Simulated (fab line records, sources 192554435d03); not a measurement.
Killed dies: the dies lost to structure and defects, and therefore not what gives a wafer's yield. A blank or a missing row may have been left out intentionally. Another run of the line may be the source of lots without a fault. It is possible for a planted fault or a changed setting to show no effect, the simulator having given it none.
Chamber matching / flow n5 finfet / N5_DUMMY_GATE_ETCH_37 on rie diel-04: 4 sister chambers
The step etches SOC in N2/H2, target depth 60 nm, overetch 30 nm. 16 wafers are shown with their chamber, then 8 later ones without.

## WAFERS PAIRED WITH THEIR CHAMBERS
wafer=L074.1; chamber=1; drypump motor current A (A)=6.3; throttle valve pct (%)=17.47; showerhead plenum p Torr (Torr)=2.66
wafer=L074.3; chamber=2; drypump motor current A (A)=5.7; throttle valve pct (%)=17.96; showerhead plenum p Torr (Torr)=2.65
wafer=L074.6; chamber=0; drypump motor current A (A)=5.6; throttle valve pct (%)=17.93; showerhead plenum p Torr (Torr)=2.53
wafer=L076.2; chamber=0; drypump motor current A (A)=5.6; throttle valve pct (%)=17.94; showerhead plenum p Torr (Torr)=2.52
wafer=L076.3; chamber=2; drypump motor current A (A)=5.7; throttle valve pct (%)=17.96; showerhead plenum p Torr (Torr)=2.65
wafer=L076.6; chamber=3; drypump motor current A (A)=5.8; throttle valve pct (%)=17.69; showerhead plenum p Torr (Torr)=2.64
wafer=L078.1; chamber=2; drypump motor current A (A)=5.7; throttle valve pct (%)=17.97; showerhead plenum p Torr (Torr)=2.65
wafer=L078.2; chamber=3; drypump motor current A (A)=5.7; throttle valve pct (%)=17.70; showerhead plenum p Torr (Torr)=2.64
wafer=L078.6; chamber=0; drypump motor current A (A)=5.6; throttle valve pct (%)=17.96; showerhead plenum p Torr (Torr)=2.52
wafer=L081.1; chamber=3; drypump motor current A (A)=5.8; throttle valve pct (%)=17.70; showerhead plenum p Torr (Torr)=2.64
wafer=L081.3; chamber=0; drypump motor current A (A)=5.6; throttle valve pct (%)=17.96; showerhead plenum p Torr (Torr)=2.52
wafer=L081.6; chamber=0; drypump motor current A (A)=5.6; throttle valve pct (%)=17.97; showerhead plenum p Torr (Torr)=2.52
wafer=L084.1; chamber=2; drypump motor current A (A)=5.7; throttle valve pct (%)=17.99; showerhead plenum p Torr (Torr)=2.64
wafer=L084.2; chamber=3; drypump motor current A (A)=5.7; throttle valve pct (%)=17.71; showerhead plenum p Torr (Torr)=2.63
wafer=L084.5; chamber=3; drypump motor current A (A)=5.7; throttle valve pct (%)=17.72; showerhead plenum p Torr (Torr)=2.63
wafer=L088.1; chamber=1; drypump motor current A (A)=6.3; throttle valve pct (%)=17.51; showerhead plenum p Torr (Torr)=2.65

SIGNATURES (means of the wafers above)
reading=drypump motor current A; chamber 0=5.600; chamber 1=6.300; chamber 2=5.700; chamber 3=5.740; scatter within a chamber=0.0316
reading=throttle valve pct; chamber 0=17.9520; chamber 1=17.4900; chamber 2=17.9700; chamber 3=17.7040; scatter within a chamber=0.0158
reading=showerhead plenum p Torr; chamber 0=2.5220; chamber 1=2.6550; chamber 2=2.6475; chamber 3=2.6360; scatter within a chamber=0.0052
Rule: distance of a wafer from a chamber = root of the sum over the readings of ((wafer's reading minus chamber's mean) / reading's scatter) squared. The wafer belongs to the nearest chamber; if the next one is less than 2 further off, it can't be placed. The scatter: take each reading less its chamber's mean, square it, sum over the shown wafers, divide by the number of wafers less the number of chambers, and take the root.

## WAFERS WHOSE CHAMBER IS MISSING
wafer=L088.5; drypump motor current A (A)=6.3; throttle valve pct (%)=17.52; showerhead plenum p Torr (Torr)=2.64
wafer=L088.6; drypump motor current A (A)=5.6; throttle valve pct (%)=17.99; showerhead plenum p Torr (Torr)=2.51
wafer=L089.2; drypump motor current A (A)=5.7; throttle valve pct (%)=18.00; showerhead plenum p Torr (Torr)=2.64
wafer=L089.4; drypump motor current A (A)=5.6; throttle valve pct (%)=18.00; showerhead plenum p Torr (Torr)=2.51
wafer=L089.6; drypump motor current A (A)=5.7; throttle valve pct (%)=18.00; showerhead plenum p Torr (Torr)=2.64
wafer=L096.1; drypump motor current A (A)=5.7; throttle valve pct (%)=18.03; showerhead plenum p Torr (Torr)=2.63
wafer=L096.4; drypump motor current A (A)=5.6; throttle valve pct (%)=18.02; showerhead plenum p Torr (Torr)=2.51
wafer=L096.5; drypump motor current A (A)=6.3; throttle valve pct (%)=17.54; showerhead plenum p Torr (Torr)=2.64

## WHICH CHAMBER EACH ONE RAN IN
wafer=L088.5; from the rows above=1; in truth=1
wafer=L088.6; from the rows above=0; in truth=0
wafer=L089.2; from the rows above=2; in truth=2
wafer=L089.4; from the rows above=0; in truth=0
wafer=L089.6; from the rows above=2; in truth=2
wafer=L096.1; from the rows above=2; in truth=2
wafer=L096.4; from the rows above=0; in truth=0
wafer=L096.5; from the rows above=1; in truth=1
Correct placement for 8 of the 8. Can't be placed from these rows: 0. Wrongly placed: 0.
